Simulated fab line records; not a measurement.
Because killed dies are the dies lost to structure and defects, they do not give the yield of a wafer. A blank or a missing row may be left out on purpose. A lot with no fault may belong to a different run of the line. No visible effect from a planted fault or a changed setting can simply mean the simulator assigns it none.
fab line records    flow n5_finfet
record lots=7  wafers=18  last_day=18
route steps=1938 shown PMOS_HMC_CHANNEL_EPI@58 BEOL_M4@1111 PASSIVATION@1936
lots that met no fault: taken from a fault-free run of the same line
start_h: hours from the record's first day to the start of the lot's first wafer shown    wait_h: time in hours since the lot's previous step    " identical to the entry in the row above    L1.1+2: a row that stands for several wafers    - no value present, or no start provided    * or withheld: withheld    < > ~ a bound
route shown NAME@n: NAME is a module with steps in the file, n the number in the route of the first one    usual: mean/standard deviation of fault-free wafers    same: alike in all rows    chamber/n: place in a boat    sites: the reading at each site    _std_site: standard deviation of those values    _edge_site: the outer-site mean with the inner-site mean subtracted    radius_mm: how far each site lies from the wafer's centre    mask NAME#n: copy n    behind: tool/chamber where the wafer was last shaped    hold: the reason the lot was held/the length of the hold in hours/how it ended    device: the n, p or np transistor that did not switch    end of line: tests run on the same wafers once the route is complete    a step with no rows: only its recipe    killed: the dies lost at the first sort to structure and to defects; this is not the yield of the wafer    map: dies across one wafer; x = killed, . = not, _ = none there
set.NAME: the run value of the setting; set.NAME@STEP: its run value at that earlier step    model.NAME: the simulator's own value behind a step, which no gauge read
lots at selected steps of the route; one table per step, one row per wafer
services: a tool's chamber out of use, with start hour (start_h, from the record's first day; less than 0 if before it), hours out, and reason
## steps
# step N5_PMOS_HMC_CHANNEL_EPI_COAT_31
# recipe resist=BARC  temp_c=205  time_s=60  spin_rpm=1500  resist_thk_nm=66
# step N5_PMOS_HMC_CHANNEL_EPI_COAT_03
# recipe resist=CAR-ArF-block  spin_rpm=1500  resist_thk_nm=205
# step N5_PMOS_HMC_CHANNEL_EPI_EBR_05
# recipe solvent=PGMEA  ebr_width_mm=1.5
# step N5_PMOS_HMC_CHANNEL_EPI_SOFTBAKE_04
# recipe temp_c=110  time_s=60  resist=CAR-ArF-block
# step N5_PMOS_HMC_CHANNEL_EPI_EXPOSE_06
# recipe mask_id=PMOS_HMC_BLK  na=1.35  source_shape=conventional  sigma_outer=0.8  polarization=unpolarized  target_cd_nm=240  dose_mj=41
# step N5_PMOS_HMC_CHANNEL_EPI_PEB_07
# recipe peb_temp_c=110  peb_time_s=60  resist=CAR-ArF-block
# step N5_PMOS_HMC_CHANNEL_EPI_DEVELOP_08
# recipe develop_time_s=30  developer=TMAH  resist=CAR-ArF-block  dev_temp_c=23  rinse_liquid=diw  dry=air_spin
# step N5_PMOS_HMC_CHANNEL_EPI_CD_MEAS_09
# recipe target_cd_nm=237.4  landing_energy_ev=500  detector=se_inlens
# usual cd_nm=238.1/1.3
lot.wafer  tool       chamber  start_h  wait_h  cd_nm
L251.1     cd_sem-02  0        17.50    -       236.4
L251.2     "          0        "        "       236.3
L251.5     "          0        "        "       236.5
L256.1     cd_sem-02  0        47.18    -       236.5
L256.2     "          0        "        "       236.0
L256.5     "          0        "        "       238.0
L260.1     cd_sem-01  0        71.92    -       238.2
L260.3     "          0        "        "       237.1
L266.1     cd_sem-02  0        106.97   -       237.5
L266.3     "          0        "        "       236.2
L266.5     "          0        "        "       237.2
L267.2     cd_sem-01  0        113.31   -       238.1
L267.5     "          0        "        "       239.1
L270.2     cd_sem-02  0        131.27   -       239.2
L270.3     "          0        "        "       236.8
L273.1     cd_sem-02  0        149.00   -       238.0
L273.2     "          0        "        "       238.4
L273.3     "          0        "        "       236.8
# step N5_PMOS_HMC_CHANNEL_EPI_OVL_MEAS_10
# recipe points_per_wafer=44
# usual PMOS_HMC_BLK_OVL=-0.5/0.84
lot.wafer  tool        chamber  start_h  wait_h  PMOS_HMC_BLK_OVL[nm]
L251.1     overlay-02  0        17.53    0.0     -0.3
L251.2     "           0        "        "       0.9
L251.5     "           0        "        "       -1.1
L256.1     overlay-01  0        47.22    0.0     -1.0
L256.2     "           0        "        "       -0.7
L256.5     "           0        "        "       -1.0
L260.1     overlay-02  0        71.95    0.0     -1.3
L260.3     "           0        "        "       -0.4
L266.1     overlay-01  0        107.00   0.0     -1.0
L266.3     "           0        "        "       -0.5
L266.5     "           0        "        "       -1.2
L267.2     overlay-01  0        113.33   0.0     -0.6
L267.5     "           0        "        "       -1.1
L270.2     overlay-02  0        131.30   0.0     -0.2
L270.3     "           0        "        "       -1.1
L273.1     overlay-01  0        149.03   0.0     -0.8
L273.2     "           0        "        "       -2.2
L273.3     "           0        "        "       -0.7
# step N5_PMOS_HMC_CHANNEL_EPI_INSPECT_11
# recipe mode=adi  inspect_instrument=macro
# usual raw_defect_count=1.9/1.4
lot.wafer  tool               chamber  start_h  wait_h  raw_defect_count
L251.1     defect_inspect-02  -        17.55    0.0     2
L251.2     "                  -        "        "       2
L251.5     "                  -        "        "       2
L256.1     defect_inspect-01  -        47.24    0.0     2
L256.2     "                  -        "        "       1
L256.5     "                  -        "        "       1
L260.1     defect_inspect-02  -        71.97    0.0     1
L260.3     "                  -        "        "       1
L266.1     defect_inspect-02  -        107.02   0.0     1
L266.3     "                  -        "        "       3
L266.5     "                  -        "        "       2
L267.2     defect_inspect-02  -        113.36   0.0     3
L267.5     "                  -        "        "       1
L270.2     defect_inspect-02  -        131.32   0.0     1
L270.3     "                  -        "        "       0
L273.1     defect_inspect-02  -        149.06   0.0     1
L273.2     "                  -        "        "       1
L273.3     "                  -        "        "       3
# step N5_PMOS_HMC_CHANNEL_EPI_DESCUM_14
# recipe chemistry=O2  time_s=7.9  source_power_w=50  bias_power_w=20  pressure_mtorr=20  rf_frequency_hz=2.712e+07  temp_c=40  resist=CAR-ArF-block  o2_flow_sccm=225
# usual drypump_motor_current_A=6.0/0.36  oes_product_au=0.76/0.077  rf_vpp_V=243.4/1.3  showerhead_plenum_p_Torr=2.10/0.06  throttle_valve_pct=20.41/0.19
lot.wafer  tool         chamber  start_h  wait_h  drypump_motor_current_A  oes_product_au  rf_hours_counter_h  rf_vpp_V  showerhead_plenum_p_Torr  throttle_valve_pct
L251.1     rie_diel-03  0        17.59    0.0     5.2                      0.85            59                  243.4     2.14                      20.35
L251.2     "            2        "        "       6.6                      0.75            168                 243.6     2.11                      20.46
L251.5     "            1        "        "       5.8                      0.71            -                   241.9     2.06                      20.42
L256.1     rie_diel-03  0        47.27    0.0     5.2                      0.83            70                  243.5     2.14                      20.37
L256.2     "            2        "        "       6.6                      0.75            176                 242.5     2.11                      20.49
L256.5     "            0        "        "       5.3                      0.84            -                   243.0     2.14                      20.38
L260.1     rie_diel-01  0        72.01    0.0     6.2                      0.70            228                 244.2     2.11                      20.27
L260.3     "            2        "        "       6.0                      0.74            129                 244.3     2.17                      20.48
L266.1     rie_diel-01  0        107.29   0.3     6.2                      0.69            239                 243.2     2.11                      20.29
L266.3     "            2        "        "       6.0                      0.73            141                 243.6     2.17                      20.50
L266.5     "            3        "        "       5.9                      0.73            -                   242.3     2.06                      20.29
L267.2     rie_diel-01  0        113.39   0.0     6.2                      0.70            240                 245.3     2.11                      20.31
L267.5     "            3        "        "       5.9                      0.74            -                   243.6     2.06                      20.31
L270.2     rie_diel-01  0        131.35   0.0     6.2                      0.70            245                 245.6     2.11                      20.29
L270.3     "            3        "        "       5.9                      0.72            185                 242.2     2.06                      20.31
L273.1     rie_diel-03  0        149.24   0.2     5.3                      0.81            100                 243.3     2.13                      20.41
L273.2     "            3        "        "       6.4                      0.70            200                 244.3     2.16                      20.49
L273.3     "            2        "        "       6.5                      0.72            206                 242.6     2.09                      20.53
# step N5_PMOS_HMC_CHANNEL_EPI_ETCH_32
# recipe chemistry=N2/H2  target=BARC  stop_on=SiO2  target_depth_a=858  over_etch_frac=0.3  time_s=50.3  ion_energy_ev=200  mask_material=CAR-ArF-block  pressure_mtorr=30  source_w=840  bias_w=150  n2_flow_sccm=200  h2_flow_sccm=200
# usual drypump_motor_current_A=6.0/0.37  oes_product_au=0.65/0.062  rf_vpp_V=524.2/2.2  showerhead_plenum_p_Torr=2.54/0.068  throttle_valve_pct=17.87/0.2
lot.wafer  tool         chamber  start_h  wait_h  drypump_motor_current_A  oes_product_au  rf_hours_counter_h  rf_vpp_V  showerhead_plenum_p_Torr  throttle_valve_pct
L251.1     rie_diel-03  0        17.63    0.0     5.3                      0.74            59                  525.8     2.57                      17.60
L251.2     "            2        "        "       6.5                      0.64            168                 523.3     2.53                      17.85
L251.5     "            1        "        "       5.9                      0.61            -                   522.4     2.51                      17.87
L256.1     rie_diel-03  0        47.31    0.0     5.3                      0.72            70                  525.0     2.56                      17.58
L256.2     "            2        "        "       6.6                      0.63            176                 524.3     2.53                      17.85
L256.5     "            0        "        "       5.3                      0.73            -                   525.6     2.56                      17.60
L260.1     rie_diel-01  0        72.04    0.0     6.2                      0.61            228                 527.0     2.58                      17.80
L260.3     "            2        "        "       6.0                      0.64            129                 527.5     2.64                      17.97
L266.1     rie_diel-01  0        107.32   0.0     6.2                      0.61            239                 527.8     2.58                      17.83
L266.3     "            2        "        "       6.0                      0.64            141                 525.6     2.64                      18.01
L266.5     "            3        "        "       5.9                      0.63            -                   523.7     2.53                      18.02
L267.2     rie_diel-01  0        113.43   0.0     6.2                      0.61            240                 527.7     2.58                      17.82
L267.5     "            3        "        "       5.9                      0.63            -                   523.6     2.53                      18.02
L270.2     rie_diel-01  0        131.39   0.0     6.2                      0.60            245                 526.1     2.57                      17.82
L270.3     "            3        "        "       5.9                      0.62            185                 524.4     2.53                      18.03
L273.1     rie_diel-03  0        149.27   0.0     5.2                      0.69            100                 524.8     2.55                      17.65
L273.2     "            3        "        "       6.4                      0.61            200                 526.8     2.62                      17.94
L273.3     "            2        "        "       6.6                      0.62            206                 522.9     2.51                      17.92
# step N5_PMOS_HMC_CHANNEL_EPI_HM_OPEN_15
# recipe chemistry=CHF3/O2  target=SiO2  mask_material=CAR-ArF-block  target_depth_a=406  CHF3_flow_sccm=50  O2_flow_sccm=5  Ar_flow_sccm=200  time_s=20.3  pressure_mtorr=30  source_w=650  bias_w=170  ion_energy_ev=200
# usual CHF3_flow_sccm=50.00/0.15  drypump_motor_current_A=6.0/0.37  oes_product_au=0.76/0.075  rf_vpp_V=526/16  showerhead_plenum_p_Torr=2.41/0.067  throttle_valve_pct=18.90/0.22
lot.wafer  tool         chamber  start_h  wait_h  CHF3_flow_sccm  drypump_motor_current_A  oes_product_au  rf_hours_counter_h  rf_vpp_V  showerhead_plenum_p_Torr  throttle_valve_pct  model.etch.depth_nm  model.CAR-ArF-block_of_PMOS_HMC_CHANNEL_EPI_COAT_03.thk_nm
L251.1     rie_diel-03  0        17.67    0.0     50.00           5.2                      0.85            59                  534       2.43                      18.67               40.17                93.42
L251.2     "            2        "        "       49.93           6.6                      0.76            168                 536       2.37                      18.68               40.72                87.67
L251.5     "            1        "        "       49.82           5.8                      0.69            -                   542       2.38                      19.02               39.31                96.99
L256.1     rie_diel-03  0        47.35    0.0     50.22           5.2                      0.84            70                  535       2.43                      18.70               40.02                93.84
L256.2     "            2        "        "       49.85           6.6                      0.76            176                 535       2.37                      18.68               41.81                86.88
L256.5     "            0        "        "       49.96           5.2                      0.84            -                   534       2.43                      18.70               40.18                94.29
L260.1     rie_diel-01  0        72.09    0.0     50.11           6.2                      0.71            228                 518       2.48                      19.06               39.73                96.11
L260.3     "            2        "        "       50.25           6.0                      0.76            129                 535       2.51                      19.04               41.15                89.71
L266.1     rie_diel-01  0        107.36   0.0     49.97           6.2                      0.69            239                 518       2.48                      19.07               38.74                99.79
L266.3     "            2        "        "       49.96           6.0                      1.01            141                 537       2.50                      19.12               63.76                70.21
L266.5     "            3        "        "       50.08           5.9                      0.97            -                   526       2.40                      18.99               62.12                73.93
L267.2     rie_diel-01  0        113.47   0.0     49.99           6.2                      0.68            240                 518       2.48                      19.09               38.43                100.7
L267.5     "            3        "        "       49.95           5.9                      0.97            -                   526       2.40                      19.01               61.9                 76.02
L270.2     rie_diel-01  0        131.43   0.0     50.06           6.2                      0.68            245                 518       2.48                      19.09               38.92                99.78
L270.3     "            3        "        "       49.93           5.9                      0.97            186                 526       2.40                      19.02               62.18                74.74
L273.1     rie_diel-03  0        149.32   0.0     50.14           5.3                      0.80            100                 534       2.42                      18.73               39.61                95.4
L273.2     "            3        "        "       49.90           6.4                      0.71            200                 485       2.46                      18.84               39.98                91.68
L273.3     "            2        "        "       49.76           6.6                      0.73            206                 536       2.36                      18.74               40.91                89.32
# step N5_PMOS_HMC_CHANNEL_EPI_STRIP_33
# recipe chemistry=N2/H2  power_w=500  temp_c=40  pressure_mtorr=50  rf_frequency_hz=6e+07  overash_fraction=0.3  bias_power_w=8  h2_frac=0.5  n2_flow_sccm=300  h2_flow_sccm=300
# usual drypump_motor_current_A=6.0/0.37  oes_product_au=0.76/0.077  rf_vpp_V=54.1/1.5  showerhead_plenum_p_Torr=3.36/0.087  throttle_valve_pct=18.9/0.35
lot.wafer  tool         chamber  start_h  wait_h  drypump_motor_current_A  oes_product_au  rf_hours_counter_h  rf_vpp_V  showerhead_plenum_p_Torr  throttle_valve_pct
L251.1     rie_diel-03  0        17.73    0.0     5.3                      0.85            59                  54.3      3.39                      18.6
L251.2     "            2        "        "       6.6                      0.76            168                 52.4      3.34                      19.0
L251.5     "            1        "        "       5.8                      0.70            -                   50.9      3.32                      18.5
L256.1     rie_diel-03  0        47.41    0.0     5.2                      0.85            70                  54.7      3.39                      18.6
L256.2     "            2        "        "       6.6                      0.75            176                 52.0      3.34                      19.1
L256.5     "            0        "        "       5.3                      0.83            -                   52.3      3.39                      18.6
L260.1     rie_diel-01  0        72.14    0.0     6.2                      0.72            228                 54.4      3.41                      18.7
L260.3     "            2        "        "       6.0                      0.75            129                 56.9      3.49                      19.2
L266.1     rie_diel-01  0        107.42   0.0     6.2                      0.70            239                 52.7      3.40                      18.7
L266.3     "            2        "        "       6.0                      0.74            141                 53.6      3.48                      19.2
L266.5     "            3        "        "       5.9                      0.73            -                   55.3      3.34                      19.4
L267.2     rie_diel-01  0        113.52   0.0     6.2                      0.70            240                 57.1      3.40                      18.7
L267.5     "            3        "        "       5.9                      0.74            -                   53.3      3.34                      19.4
L270.2     rie_diel-01  0        131.49   0.0     6.2                      0.69            245                 52.9      3.40                      18.7
L270.3     "            3        "        "       5.9                      0.73            186                 54.7      3.34                      19.4
L273.1     rie_diel-03  0        149.37   0.0     5.3                      0.81            100                 53.3      3.37                      18.6
L273.2     "            3        "        "       6.5                      0.70            200                 55.8      3.45                      19.1
L273.3     "            2        "        "       6.7                      0.72            206                 55.9      3.32                      19.1
# step N5_BEOL_M4_RC_MEAS_101
# usual DIBL_N=36.1/2  DIBL_P=36.3/2.5  IOFF_N=0.16/0.037  IOFF_P=0.21/0.039  ION_N=678/15  ION_P=465/8.7  SS_N=71.4/0.7  SS_P=73.3/0.74  VT_N=249/3.6  VT_P=-250.0/2.9
lot.wafer  tool       chamber  start_h  wait_h  DIBL_N[mV/V]  DIBL_P[mV/V]  IOFF_N[nA/um]  IOFF_P[nA/um]  ION_N[uA/um]  ION_P[uA/um]  SS_N[mV/dec]  SS_P[mV/dec]  VT_N[mV]  VT_P[mV]
L251.1     prober-01  0        161.69   0.0     31.8          31.0          0.10           0.17           634           453           70.5          72.0          260       -250.3
L251.2     "          0        "        "       34.2          35.5          0.14           0.24           680           479           70.6          72.9          250       -245.0
L251.5     "          0        "        "       35.8          36.3          0.16           0.25           672           478           72.1          72.9          249       -243.9
L256.1     prober-02  0        197.80   0.0     33.9          35.8          0.13           0.19           665           464           71.0          72.8          254       -252.9
L256.2     "          0        "        "       36.1          37.4          0.16           0.20           682           467           71.2          73.4          251       -253.5
L256.5     "          0        "        "       33.3          34.6          0.12           0.18           668           462           70.1          73.2          255       -254.2
L260.1     prober-01  0        233.68   0.0     34.4          34.5          0.13           0.19           663           462           71.1          72.9          252       -249.8
L260.3     "          0        "        "       39.3          39.2          0.22           0.28           669           464           72.4          73.9          249       -246.1
L267.2     prober-02  0        284.11   0.2     37.8          39.4          0.20           0.21           685           459           71.8          73.6          243       -253.1
L267.5     "          0        "        "       32.9          34.0          0.13           0.16           675           461           70.4          71.8          248       -254.9
L266.1     prober-02  0        284.88   0.5     37.0          37.8          0.20           0.24           703           472           70.9          73.6          247       -248.4
L266.3     "          0        "        "       35.1          32.8          0.14           0.16           672           454           71.0          72.8          254       -252.4
L266.5     "          0        "        "       38.4          38.8          0.22           0.26           708           477           72.1          73.6          246       -246.3
L270.2     prober-02  0        308.42   0.2     38.1          40.0          0.22           0.27           688           472           72.0          74.1          242       -249.1
L270.3     "          0        "        "       34.3          35.7          0.13           0.20           681           470           70.7          73.4          254       -250.4
L273.1     prober-01  0        324.98   0.0     38.4          39.4          0.22           0.26           686           464           72.2          73.9          245       -245.6
L273.2     "          0        "        "       32.9          33.3          0.13           0.17           672           465           70.0          73.2          248       -249.2
L273.3     "          0        "        "       33.2          33.9          0.13           0.19           685           481           70.8          72.1          249       -251.4
# step N5_PASSIVATION_PROBE_49
# usual defect_limited_yield=91.1/1.3  killed_at_M0_to_M3=32/9.7  killed_at_M4_up=16/6  killed_at_contacts=12/5.9  killed_at_front_end=41/11  killed_at_other=4/3.1  killed_dies=104/16  killed_open=68/12  killed_short=34/7.4  sort_bin_5_function=5.1/0.85  sort_bin_6_memory=3.3/0.66  sort_bin_8_speed=0.1/0.53  sort_n_pass=1075/16  sort_yield_pct=91.1/1.4
# same gross_dies=1180  killed_at_back_side=0  sort_bin_4_leakage[%]=0
lot.wafer  tool       chamber  start_h  wait_h  defect_limited_yield[%]  killed_at_M0_to_M3  killed_at_M4_up  killed_at_contacts  killed_at_front_end  killed_at_other  killed_dies  killed_open  killed_short  sort_bin_5_function[%]  sort_bin_6_memory[%]  sort_bin_8_speed[%]  sort_n_pass  sort_yield_pct[%]
L256.1     prober-01  -        313.94   0.0     90.0                     63                  10               10                  30                   5                118          72           45            6.5                     3.1                   0                    1062         90.0
L256.2     prober-01  -        313.99   0.1     90.8                     36                  18               13                  38                   4                109          78           31            5.3                     3.6                   0                    1071         90.8
L256.5     prober-01  -        314.14   0.2     91.9                     42                  16               17                  17                   4                96           69           25            3.8                     4.1                   0                    1084         91.9
L267.2     prober-02  -        394.70   0.1     91.4                     34                  16               10                  40                   1                101          74           26            4.9                     3.5                   0                    1079         91.4
# killed by level:class
L256.1 BEOL_M0_SAQP:geometric_particle:short=14 BEOL_M2:geometric_particle:open=14 BEOL_M3:geometric_particle:open=13 BEOL_M0_SAQP:geometric_particle:open=10 FIN_SAQP:geometric_particle:short=6 DUMMY_GATE:geometric_particle:open=6 MOL_CONTACT_COAG:geometric_particle:open=6 FIN_SAQP:geometric_particle:open=4
L256.2 STI_FIN_REVEAL:geometric_particle:open=9 BEOL_M3:geometric_particle:open=9 BEOL_M4:geometric_particle:open=8 MOL_CONTACT_COAG:geometric_particle:open=7 BEOL_M0_SAQP:geometric_particle:open=7 BEOL_M2:geometric_particle:open=7 MOL_CONTACT_COAG:geometric_particle:short=6 STARTING-WAFER:geometric_particle:short=5
L256.5 MOL_CONTACT_COAG:geometric_particle:open=13 BEOL_M2:geometric_particle:open=11 BEOL_M3:geometric_particle:open=7 BEOL_M4:geometric_particle:open=6 BEOL_M0_SAQP:geometric_particle:open=5 BEOL_M1:geometric_particle:open=5 STI_FIN_REVEAL:geometric_particle:open=4 BEOL_M0_SAQP:geometric_particle:short=4
L267.2 STI_FIN_REVEAL:geometric_particle:open=12 FIN_SAQP:geometric_particle:open=10 MOL_CONTACT_COAG:geometric_particle:open=10 BEOL_M0_SAQP:geometric_particle:open=8 BEOL_M0:geometric_particle:open=8 BEOL_M0_SAQP:geometric_particle:short=6 BEOL_M4:geometric_particle:open=5 BEOL_M0:geometric_particle:short=5
## services
tool         chamber  start_h  hours  kind
rie_diel-01  1        55.31    -      clean
rie_diel-01  1        55.31    -      consumable_replace:focus_ring
rie_diel-01  1        55.31    27.1   scheduled_down
rie_diel-01  1        55.31    27.1   vent_cycle
rie_diel-03  1        142.19   -      clean
rie_diel-03  1        142.19   -      consumable_replace:focus_ring
rie_diel-03  1        142.19   18.4   scheduled_down
rie_diel-03  1        142.19   18.4   vent_cycle
rie_diel-01  0        143.73   -      clean
rie_diel-01  0        143.73   -      consumable_replace:focus_ring
rie_diel-01  0        143.73   12.9   scheduled_down
rie_diel-01  0        143.73   12.9   vent_cycle
## key
first_sign step=N5_PMOS_HMC_CHANNEL_EPI_HM_OPEN_15  reading=oes_product_au  direction=up  sigmas=3  usual=0.76  struck=0.98
effect none on later readings
model_effect step=N5_PMOS_HMC_CHANNEL_EPI_HM_OPEN_15  value=etch.depth_nm  without=39.32  struck=62.49
met_at N5_PMOS_HMC_CHANNEL_EPI_HM_OPEN_15
struck_wafers L266.3,L266.5,L267.5,L270.3
baseline_loss step=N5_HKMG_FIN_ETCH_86  wafers=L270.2
onset_between 72.09 107.36
fault kind=process_parameter_drift  tool=rie_diel-01  chamber=-  onset_h=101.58  steps=N5_PMOS_HMC_CHANNEL_EPI_HM_OPEN_15  channel=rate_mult  offset=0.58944  shape=step  end_h=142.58  scope=struck_wafers_only
# baseline_loss: these wafers lose ten dies or more at that step, a loss of the line's own and not of a fault; the sort's usual values leave them out
